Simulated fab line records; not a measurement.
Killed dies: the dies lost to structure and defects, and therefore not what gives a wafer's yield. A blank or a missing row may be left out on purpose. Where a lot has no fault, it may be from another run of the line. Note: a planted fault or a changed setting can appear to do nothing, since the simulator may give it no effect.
fab line records	flow n5Finfet	part 1 of 2: steps 1 to 4 of 6
record: lots: 21	wafers: 63	lastDay: 17
route steps=1938 shown BEOL_M7@1316 BEOL_M8@1350
lots untouched by any fault: they come from a run of this same line in which no faults occurred
startH: hours from the record's first day to the start of the lot's first wafer shown	waitH: time in hours since the lot's previous step	" repeats the value in the row above	L1.1+2: a row that stands for several wafers	- value missing, or start not given	* or withheld: withheld	< > ~ a bound
route shown NAME@n: NAME is a module with steps in the file, n the number in the route of the first one	usual: average and standard deviation across the fault-free wafers	same: alike in all rows	chamber/n: place in a boat	sites: the reading at each site	_std_site: standard deviation across them	_edge_site: outer sites' mean less inner sites'	radiusMm: how far each site lies from the wafer's centre	mask NAME#n: copy n	behind: tool/chamber where the wafer was last shaped	hold: cause of the lot's hold/its duration in hours/its outcome	device: which transistor (n, p or np) failed to switch	end of line: the tests these same wafers got at the end of their route	for a step that has no rows: nothing shown but its recipe	killed: dies that structure and defects cost at the first sort, which is not the same as the wafer's yield	map: dies across one wafer; x = killed, . = not, _ = none there
set.NAME: setting as actually run; set.NAME@STEP: the setting as run at that earlier step	model.NAME: the simulator's own value behind a step, which no gauge read
a sample of lots followed through the steps of the route, with each step as a table and each wafer as a row
services: from which hour (startH, from the record's first day; less than 0 if before it) a tool's chamber was out of use, for how many hours, and why
== steps ==
step: N5_BEOL_M7_CD_MEAS_35
recipe: targetCdNm: 40	polarity: opening
usual: cdNm: 39.9/0.62
lot.wafer	tool	chamber	startH	waitH	cdNm
L074.4	cdSem-02	-	189.12	0.0	39.9
L074.5	"	-	"	"	39.4
L074.6	"	-	"	"	39.9
L076.2	cdSem-02	-	204.11	0.0	39.7
L076.4	"	-	"	"	39.9
L076.6	"	-	"	"	40.6
L075.2	cdSem-01	-	210.10	0.0	40.1
L075.3	"	-	"	"	40.2
L075.4	"	-	"	"	39.8
L077.3	cdSem-01	-	226.64	0.0	40.0
L077.4	"	-	"	"	39.0
L077.5	"	-	"	"	40.4
L078.3	cdSem-02	-	234.16	0.0	39.7
L078.4	"	-	"	"	40.0
L078.5	"	-	"	"	39.7
L079.1	cdSem-03	-	239.66	0.0	39.9
L079.4	"	-	"	"	39.7
L079.6	"	-	"	"	40.3
L080.1	cdSem-02	-	240.06	0.0	39.9
L080.3	"	-	"	"	40.5
L080.4	"	-	"	"	39.3
L081.2	cdSem-02	-	259.53	0.0	39.9
L081.4	"	-	"	"	40.4
L081.6	"	-	"	"	39.9
L083.2	cdSem-02	-	259.73	0.0	40.4
L083.4	"	-	"	"	39.8
L083.5	"	-	"	"	39.6
L085.2	cdSem-01	-	271.68	0.0	39.5
L085.4	"	-	"	"	39.6
L085.6	"	-	"	"	40.7
L086.4	cdSem-01	-	285.52	0.0	39.8
L086.5	"	-	"	"	39.7
L086.6	"	-	"	"	40.9
L087.4	cdSem-02	-	290.59	0.0	39.8
L087.5	"	-	"	"	39.2
L087.6	"	-	"	"	39.4
L088.1	cdSem-02	-	302.75	0.0	40.1
L088.2	"	-	"	"	39.5
L088.6	"	-	"	"	39.6
L089.1	cdSem-02	-	310.88	0.0	39.5
L089.3	"	-	"	"	40.1
L089.5	"	-	"	"	39.9
L091.1	cdSem-02	-	314.86	0.0	39.4
L091.5	"	-	"	"	38.8
L091.6	"	-	"	"	37.6
L090.2	cdSem-03	-	315.00	0.0	40.1
L090.3	"	-	"	"	40.2
L090.4	"	-	"	"	40.2
L093.1	cdSem-02	-	315.20	0.0	39.9
L093.3	"	-	"	"	39.4
L093.5	"	-	"	"	40.7
L092.1	cdSem-01	-	318.81	0.0	38.9
L092.3	"	-	"	"	41.2
L092.6	"	-	"	"	40.6
L096.1	cdSem-02	-	319.31	0.0	40.0
L096.3	"	-	"	"	40.0
L096.5	"	-	"	"	39.7
L094.1	cdSem-01	-	321.58	0.0	38.3
L094.2	"	-	"	"	40.1
L094.5	"	-	"	"	39.5
L095.3	cdSem-02	-	337.16	0.0	39.7
L095.5	"	-	"	"	39.3
L095.6	"	-	"	"	40.5
step: N5_BEOL_M8_ETCH_62
recipe: chemistry: N2/H2	target: SOC	targetDepthA: 1100	overetchA: 220	maskMaterial: SiARC	tempC: 40	timeS: 165	ionEnergyEv: 200	pressureMtorr: 30	sourceW: 840	biasW: 150	n2FlowSccm: 200	h2FlowSccm: 200
usual: drypumpMotorCurrentA: 5.4/0.37	h2FlowSccm: 200.0/0.63	n2FlowSccm: 200.0/0.58	oesProductAu: 0.66/0.08	rfVppV: 524.9/2.1	showerheadPlenumPTorr: 2.58/0.066	throttleValvePct: 17.86/0.25
lot.wafer	tool	chamber	startH	waitH	drypumpMotorCurrentA	h2FlowSccm	n2FlowSccm	oesProductAu	rfHoursCounterH	rfVppV	showerheadPlenumPTorr	throttleValvePct
L074.4	rieDiel-02	1	194.06	0.0	5.7	199.3	199.7	0.60	205	525.7	2.64	18.18
L074.5	"	1	"	"	5.7	199.3	200.0	0.59	-	525.1	2.64	18.21
L074.6	"	0	"	"	5.2	200.6	201.1	0.76	-	528.0	2.71	17.86
L076.2	rieDiel-02	3	210.79	0.0	5.8	199.2	199.8	0.62	149	524.6	2.54	17.88
L076.4	"	2	"	"	5.4	200.3	200.3	0.59	230	525.4	2.60	17.89
L076.6	"	0	"	"	5.2	200.1	201.0	0.75	-	530.2	2.70	17.87
L075.2	rieDiel-02	1	214.46	0.0	5.7	199.7	200.1	0.60	212	526.5	2.63	18.19
L075.3	"	2	"	"	5.4	199.9	199.3	0.59	231	524.8	2.60	17.92
L075.4	"	0	"	"	5.3	200.1	199.5	0.75	43	528.8	2.70	17.87
L077.3	rieDiel-01	2	231.88	0.0	4.8	200.6	200.5	0.60	214	523.6	2.52	17.91
L077.4	"	3	"	"	5.3	199.8	200.7	0.59	-	522.8	2.51	17.84
L077.5	"	1	"	"	6.2	200.2	200.6	0.66	-	523.0	2.56	17.84
L078.3	rieDiel-02	1	241.60	0.0	5.7	199.3	200.1	0.59	221	526.2	2.63	18.22
L078.4	"	3	"	"	5.8	200.5	199.9	0.62	161	524.2	2.53	17.89
L078.5	"	2	"	"	5.4	200.3	199.8	0.58	-	526.1	2.60	17.91
L079.1	rieDiel-06	2	244.98	0.0	4.9	200.4	200.4	0.61	193	526.1	2.62	17.67
L079.4	"	3	"	"	5.6	199.6	200.7	0.75	-	521.8	2.47	17.82
L079.6	"	2	"	"	5.0	200.6	200.0	0.61	-	526.8	2.62	17.68
L080.1	rieDiel-01	2	245.25	0.0	4.8	200.3	199.5	0.59	219	523.8	2.52	17.93
L080.3	"	1	"	"	6.1	199.5	199.9	0.65	112	523.8	2.56	17.84
L080.4	"	2	"	"	4.8	200.6	199.2	0.60	-	522.3	2.52	17.92
L081.2	rieDiel-01	3	265.48	0.0	5.2	200.1	199.6	0.60	248	523.1	2.50	17.87
L081.4	"	0	"	"	5.6	200.8	199.8	0.82	5	524.9	2.61	17.34
L081.6	"	3	"	"	5.2	199.6	199.7	0.60	-	519.7	2.50	17.86
L083.2	rieDiel-02	0	265.68	0.0	5.2	200.5	199.9	0.73	62	528.3	2.70	17.88
L083.4	"	1	"	"	5.7	200.2	200.5	0.58	-	526.6	2.62	18.23
L083.5	"	3	"	"	5.9	200.1	200.4	0.62	-	523.0	2.53	17.92
L085.2	rieDiel-02	1	278.47	0.0	5.7	199.7	200.2	0.58	237	527.0	2.62	18.24
L085.4	"	2	"	"	5.4	201.5	199.3	0.86	0	526.8	2.60	17.51
L085.6	"	1	"	"	5.6	199.6	200.0	0.58	-	525.0	2.62	18.23
L086.4	rieDiel-06	2	290.98	0.0	5.0	198.8	200.2	0.60	211	525.3	2.61	17.74
L086.5	"	0	"	"	5.2	199.7	200.0	0.63	-	525.7	2.64	18.25
L086.6	"	3	"	"	5.7	199.7	198.3	0.72	-	522.8	2.46	17.86
L087.4	rieDiel-01	3	297.86	0.0	5.2	200.3	199.9	0.81	4	522.3	2.50	17.42
L087.5	"	1	"	"	6.1	201.5	199.8	0.65	-	523.9	2.55	17.87
L087.6	"	2	"	"	4.8	199.3	199.8	0.59	-	522.2	2.51	17.95
L088.1	rieDiel-01	0	309.22	0.0	5.6	200.5	200.1	0.79	20	525.2	2.60	17.38
L088.2	"	1	"	"	6.1	200.5	200.6	0.64	134	523.5	2.55	17.90
L088.6	"	3	"	"	5.2	200.7	200.7	0.79	-	523.8	2.50	17.42
L089.1	rieDiel-02	2	315.98	0.0	5.4	200.2	199.2	0.80	14	524.6	2.59	17.51
L089.3	"	3	"	"	5.8	198.9	200.0	0.60	188	524.3	2.52	17.97
L089.5	"	2	"	"	5.4	200.6	199.7	0.81	-	527.3	2.59	17.54
L091.1	rieDiel-01	1	319.74	0.0	6.1	202.0	200.0	0.65	138	523.1	2.55	17.87
L091.5	"	1	"	"	6.1	200.2	199.0	0.64	-	524.0	2.55	17.91
L091.6	"	2	"	"	4.8	199.4	200.3	0.59	-	522.2	2.51	17.97
L090.2	rieDiel-02	2	320.02	0.0	5.4	199.5	200.4	0.80	17	526.1	2.59	17.53
L090.3	"	3	"	"	5.9	199.0	199.5	0.60	191	522.5	2.52	17.95
L090.4	"	0	"	"	5.2	201.0	200.0	0.70	-	527.5	2.69	17.94
L093.1	rieDiel-06	2	320.13	0.0	5.0	200.4	199.9	0.59	219	524.2	2.61	17.74
L093.3	"	1	"	"	5.6	199.5	199.9	0.59	250	526.0	2.59	17.64
L093.5	"	3	"	"	5.6	199.3	201.1	0.73	-	522.4	2.46	17.87
L092.1	rieDiel-02	2	325.26	0.0	5.4	200.0	199.5	0.79	19	526.8	2.59	17.52
L092.3	"	3	"	"	5.9	199.2	200.0	0.60	193	523.9	2.52	17.95
L092.6	"	1	"	"	5.7	199.5	200.2	0.57	-	524.5	2.62	18.26
L096.1	rieDiel-06	3	325.35	0.0	5.6	200.5	200.0	0.71	71	522.1	2.46	17.88
L096.3	"	0	"	"	5.2	201.1	201.0	0.61	182	527.3	2.64	18.25
L096.5	"	0	"	"	5.2	200.8	199.8	0.62	-	525.8	2.64	18.27
L094.1	rieDiel-02	1	326.12	0.0	5.7	199.3	200.6	0.57	251	525.9	2.62	18.26
L094.2	"	2	"	"	5.4	200.2	199.8	0.80	20	524.8	2.59	17.52
L094.5	"	1	"	"	5.7	200.0	199.9	0.57	-	526.1	2.62	18.26
L095.3	rieDiel-01	1	343.65	0.0	6.1	198.5	200.6	0.63	146	524.4	2.54	17.91
L095.5	"	2	"	"	4.8	199.2	199.4	0.59	-	523.1	2.51	17.98
L095.6	"	1	"	"	6.1	198.3	201.1	0.63	-	523.6	2.54	17.92
step: N5_BEOL_M8_STRIP_67
recipe: chemistry: CF4	resist: SiARC	powerW: 300	biasPowerW: 75	pressureMtorr: 50	cf4FlowSccm: 150	rfFrequencyHz: 6e+07
usual: drypumpMotorCurrentA: 5.4/0.37	oesProductAu: 0.77/0.094	rfVppV: 271.7/1.2	showerheadPlenumPTorr: 1.82/0.047	throttleValvePct: 13.63/0.23
lot.wafer	tool	chamber	startH	waitH	drypumpMotorCurrentA	oesProductAu	rfHoursCounterH	rfVppV	showerheadPlenumPTorr	throttleValvePct
L074.4	rieDiel-02	1	194.20	0.0	5.7	0.71	205	273.3	1.86	13.85
L074.5	"	1	"	"	5.6	0.71	-	272.1	1.86	13.84
L074.6	"	0	"	"	5.2	0.89	-	274.0	1.91	13.57
L076.2	rieDiel-02	3	210.93	0.0	5.8	0.74	149	270.3	1.79	13.73
L076.4	"	2	"	"	5.4	0.70	230	272.8	1.85	13.84
L076.6	"	0	"	"	5.2	0.88	-	273.9	1.91	13.58
L075.2	rieDiel-02	1	214.61	0.0	5.7	0.70	212	271.5	1.86	13.86
L075.3	"	2	"	"	5.4	0.71	231	272.7	1.86	13.85
L075.4	"	0	"	"	5.2	0.88	43	271.5	1.91	13.57
L077.3	rieDiel-01	2	232.03	0.0	4.8	0.72	214	270.9	1.77	13.70
L077.4	"	3	"	"	5.2	0.71	-	273.2	1.77	13.63
L077.5	"	1	"	"	6.1	0.78	-	269.9	1.81	13.56
L078.3	rieDiel-02	1	241.75	0.0	5.7	0.70	222	272.6	1.86	13.90
L078.4	"	3	"	"	5.8	0.73	161	271.2	1.79	13.75
L078.5	"	2	"	"	5.4	0.69	-	272.8	1.85	13.84
L079.1	rieDiel-06	2	245.13	0.0	5.0	0.71	193	273.3	1.84	13.41
L079.4	"	3	"	"	5.7	0.88	-	270.2	1.75	13.52
L079.6	"	2	"	"	4.9	0.72	-	270.8	1.84	13.43
L080.1	rieDiel-01	2	245.40	0.0	4.8	0.71	219	269.6	1.77	13.71
L080.3	"	1	"	"	6.1	0.77	112	271.5	1.81	13.56
L080.4	"	2	"	"	4.8	0.71	-	270.7	1.77	13.74
L081.2	rieDiel-01	3	265.63	0.0	5.2	0.71	248	270.6	1.77	13.65
L081.4	"	0	"	"	5.6	0.97	5	272.4	1.84	13.02
L081.6	"	3	"	"	5.2	0.69	-	270.7	1.77	13.66
L083.2	rieDiel-02	0	265.83	0.0	5.2	0.85	62	273.6	1.90	13.61
L083.4	"	1	"	"	5.6	0.69	-	273.0	1.85	13.93
L083.5	"	3	"	"	5.8	0.72	-	269.7	1.79	13.79
L085.2	rieDiel-02	1	278.62	0.0	5.7	0.69	237	271.7	1.85	13.92
L085.4	"	2	"	"	5.4	1.02	0	272.6	1.85	13.32
L085.6	"	1	"	"	5.7	0.69	-	272.4	1.85	13.92
L086.4	rieDiel-06	2	291.12	0.0	4.9	0.70	211	272.1	1.83	13.46
L086.5	"	0	"	"	5.2	0.74	-	272.5	1.86	13.87
L086.6	"	3	"	"	5.6	0.85	-	270.5	1.75	13.57
L087.4	rieDiel-01	3	298.01	0.0	5.2	0.94	4	271.5	1.76	13.10
L087.5	"	1	"	"	6.1	0.76	-	270.4	1.80	13.59
L087.6	"	2	"	"	4.8	0.69	-	272.2	1.77	13.76
L088.1	rieDiel-01	0	309.37	0.0	5.6	0.93	20	273.2	1.83	13.07
L088.2	"	1	"	"	6.1	0.75	134	270.5	1.80	13.59
L088.6	"	3	"	"	5.2	0.94	-	271.8	1.76	13.08
L089.1	rieDiel-02	2	316.13	0.0	5.4	0.95	14	272.2	1.84	13.35
L089.3	"	3	"	"	5.9	0.71	188	270.4	1.78	13.83
L089.5	"	2	"	"	5.4	0.95	-	270.5	1.85	13.36
L091.1	rieDiel-01	1	319.88	0.0	6.1	0.75	138	272.4	1.80	13.60
L091.5	"	1	"	"	6.1	0.76	-	271.0	1.80	13.60
L091.6	"	2	"	"	4.8	0.70	-	271.8	1.76	13.79
L090.2	rieDiel-02	2	320.17	0.0	5.4	0.94	17	270.0	1.84	13.37
L090.3	"	3	"	"	5.8	0.71	191	268.7	1.78	13.82
L090.4	"	0	"	"	5.2	0.84	-	272.0	1.90	13.66
L093.1	rieDiel-06	2	320.28	0.0	4.9	0.70	219	271.8	1.83	13.46
L093.3	"	1	"	"	5.6	0.69	250	272.1	1.85	13.72
L093.5	"	3	"	"	5.6	0.85	-	269.6	1.74	13.59
L092.1	rieDiel-02	2	325.41	0.0	5.4	0.94	19	273.3	1.84	13.35
L092.3	"	3	"	"	5.8	0.70	193	270.0	1.78	13.84
L092.6	"	1	"	"	5.6	0.68	-	272.3	1.85	13.96
L096.1	rieDiel-06	3	325.49	0.0	5.6	0.85	71	269.9	1.74	13.59
L096.3	"	0	"	"	5.2	0.73	182	272.1	1.85	13.88
L096.5	"	0	"	"	5.2	0.73	-	272.8	1.86	13.89
L094.1	rieDiel-02	1	326.27	0.0	5.6	0.68	251	271.9	1.85	13.93
L094.2	"	2	"	"	5.5	0.93	20	272.9	1.84	13.37
L094.5	"	1	"	"	5.7	0.67	-	272.1	1.85	13.93
L095.3	rieDiel-01	1	343.80	0.0	6.1	0.74	147	271.1	1.80	13.64
L095.5	"	2	"	"	4.8	0.69	-	270.0	1.76	13.79
L095.6	"	1	"	"	6.1	0.75	-	271.4	1.80	13.62
step: N5_BEOL_M8_STRIP_36
recipe: chemistry: N2/H2	powerW: 450	tempC: 40	pressureMtorr: 20	rfFrequencyHz: 6e+07	overashFraction: 0.3	biasPowerW: 7	h2Frac: 0.5	n2FlowSccm: 200	h2FlowSccm: 200
usual: drypumpMotorCurrentA: 5.4/0.4	h2FlowSccm: 200.1/0.62	n2FlowSccm: 199.9/0.62	oesProductAu: 0.78/0.095	rfVppV: 59.4/1.6	showerheadPlenumPTorr: 2.57/0.064	throttleValvePct: 23.67/0.3
same: overashFraction: 0.3
lot.wafer	tool	chamber	startH	waitH	drypumpMotorCurrentA	h2FlowSccm	n2FlowSccm	oesProductAu	rfHoursCounterH	rfVppV	showerheadPlenumPTorr	throttleValvePct
L074.4	rieDiel-02	1	196.39	0.0	5.6	200.2	200.7	0.69	205	58.0	2.63	24.15
L074.5	"	2	"	"	5.4	200.8	199.1	0.70	-	57.2	2.60	23.56
L074.6	"	3	"	"	5.8	200.4	199.7	0.75	-	59.5	2.54	23.61
L076.2	rieDiel-01	2	212.87	0.0	4.8	200.9	199.7	0.71	206	59.5	2.52	23.65
L076.4	"	0	"	"	5.6	200.0	201.2	0.69	246	58.6	2.61	23.64
L076.6	"	2	"	"	4.8	200.3	199.8	0.73	-	57.9	2.52	23.69
L075.2	rieDiel-01	1	218.45	0.0	6.2	200.5	201.0	0.79	101	57.7	2.56	23.72
L075.3	"	0	"	"	5.6	200.1	200.0	0.68	248	58.2	2.61	23.63
L075.4	"	2	"	"	4.8	199.6	200.1	0.71	208	60.0	2.52	23.67
L077.3	rieDiel-06	2	233.85	0.0	5.0	199.2	200.0	0.73	187	60.6	2.62	23.53
L077.4	"	0	"	"	5.1	199.8	201.1	0.75	148	62.7	2.65	24.21
L077.5	"	1	"	"	5.6	199.8	200.3	0.69	-	56.5	2.59	23.24
L078.3	rieDiel-02	2	243.65	0.0	5.4	200.2	198.9	0.69	242	58.6	2.59	23.61
L078.4	"	1	"	"	5.6	199.4	200.2	0.69	223	58.6	2.62	24.17
L078.5	"	0	"	"	5.2	199.8	200.1	0.87	-	57.0	2.70	23.76
L080.1	rieDiel-02	3	246.69	0.0	5.9	200.4	200.6	0.74	162	59.5	2.53	23.63
L080.3	"	1	"	"	5.7	200.1	200.3	0.67	224	57.1	2.62	24.16
L080.4	"	0	"	"	5.3	200.3	199.5	0.86	56	59.2	2.69	23.75
L079.1	rieDiel-01	3	247.05	0.0	5.2	199.4	198.7	0.72	242	56.1	2.50	23.68
L079.4	"	3	"	"	5.2	200.3	198.8	0.70	-	61.1	2.50	23.65
L079.6	"	2	"	"	4.8	200.4	201.5	0.70	-	57.5	2.52	23.66
L081.2	rieDiel-06	2	266.54	0.0	5.0	200.9	199.3	0.71	203	62.1	2.61	23.60
L081.4	"	1	"	"	5.6	199.2	200.3	0.71	231	61.6	2.59	23.26
L081.6	"	3	"	"	5.7	199.8	199.4	0.87	-	54.9	2.46	23.73
L083.2	rieDiel-02	0	267.04	0.0	5.2	199.7	198.2	0.85	63	60.2	2.69	23.76
L083.4	"	0	"	"	5.2	199.3	198.9	0.84	-	56.5	2.69	23.76
L083.5	"	1	"	"	5.6	199.6	199.7	0.67	-	60.7	2.62	24.18
L085.2	rieDiel-01	1	282.11	0.0	6.1	200.4	199.9	0.79	126	58.9	2.55	23.81
L085.4	"	0	"	"	5.6	199.5	200.0	0.97	-	59.9	2.60	23.21
L085.6	"	2	"	"	4.8	201.1	199.6	0.69	-	57.7	2.51	23.70
L086.4	rieDiel-01	1	296.49	0.0	6.1	199.9	200.3	0.76	130	59.7	2.54	23.78
L086.5	"	0	"	"	5.6	198.7	200.2	0.94	-	61.0	2.60	23.19
L086.6	"	1	"	"	6.1	200.4	200.0	0.76	-	58.9	2.55	23.78
L087.4	rieDiel-02	0	300.41	0.0	5.2	198.7	200.1	0.84	74	58.9	2.69	23.80
L087.5	"	0	"	"	5.2	199.6	200.8	0.83	-	60.5	2.69	23.78
L087.6	"	1	"	"	5.7	199.2	199.6	0.66	-	58.3	2.62	24.23
L088.1	rieDiel-01	3	310.51	0.0	5.2	199.0	200.3	0.95	8	58.0	2.49	23.29
L088.2	"	2	"	"	4.8	201.4	200.5	0.69	241	60.2	2.51	23.71
L088.6	"	2	"	"	4.8	201.2	200.4	0.69	-	60.2	2.51	23.72
L089.1	rieDiel-06	2	318.69	0.0	4.9	199.8	199.7	0.70	218	58.5	2.61	23.59
L089.3	"	0	"	"	5.2	201.1	200.3	0.73	181	58.5	2.63	24.25
L089.5	"	1	"	"	5.6	200.6	199.0	0.69	-	60.2	2.59	23.29
L091.1	rieDiel-06	2	321.10	0.0	4.9	199.3	199.6	0.69	219	59.9	2.61	23.58
L091.5	"	2	"	"	4.9	199.8	200.6	0.69	-	64.0	2.61	23.58
L091.6	"	0	"	"	5.2	200.3	199.0	0.72	-	60.2	2.63	24.25
L090.2	rieDiel-02	0	321.28	0.0	5.2	200.3	199.3	0.81	83	56.4	2.68	23.79
L090.3	"	3	"	"	5.8	198.7	200.0	0.71	191	61.2	2.51	23.67
L090.4	"	0	"	"	5.3	199.1	199.5	0.82	-	59.9	2.68	23.80
L093.1	rieDiel-01	0	321.32	0.0	5.6	200.5	199.8	0.93	25	58.7	2.60	23.19
L093.3	"	2	"	"	4.8	200.8	198.9	0.69	245	59.7	2.51	23.71
L093.5	"	2	"	"	4.8	200.2	200.0	0.69	-	59.3	2.51	23.75
L096.1	rieDiel-06	2	327.50	0.0	5.0	200.5	199.0	0.69	221	59.9	2.60	23.58
L096.3	"	3	"	"	5.7	199.8	199.2	0.84	72	58.0	2.45	23.76
L096.5	"	0	"	"	5.1	200.0	199.3	0.73	-	58.9	2.63	24.24
L094.1	rieDiel-01	3	327.84	0.0	5.2	199.5	199.2	0.94	14	58.6	2.49	23.33
L094.2	"	1	"	"	6.1	200.0	199.8	0.74	140	61.4	2.54	23.76
L094.5	"	1	"	"	6.2	201.2	200.7	0.75	-	58.9	2.54	23.79
L092.1	rieDiel-06	2	328.10	0.0	4.9	199.5	200.5	0.71	221	61.8	2.60	23.60
L092.3	"	0	"	"	5.2	200.2	199.3	0.73	184	59.9	2.63	24.26
L092.6	"	0	"	"	5.2	200.3	199.2	0.72	-	60.2	2.63	24.26
L095.3	rieDiel-06	0	346.12	0.0	5.2	199.0	199.3	0.72	192	59.4	2.63	24.25
L095.5	"	2	"	"	4.9	199.9	199.0	0.69	-	59.7	2.60	23.61
L095.6	"	3	"	"	5.6	199.9	200.4	0.83	-	60.1	2.45	23.79
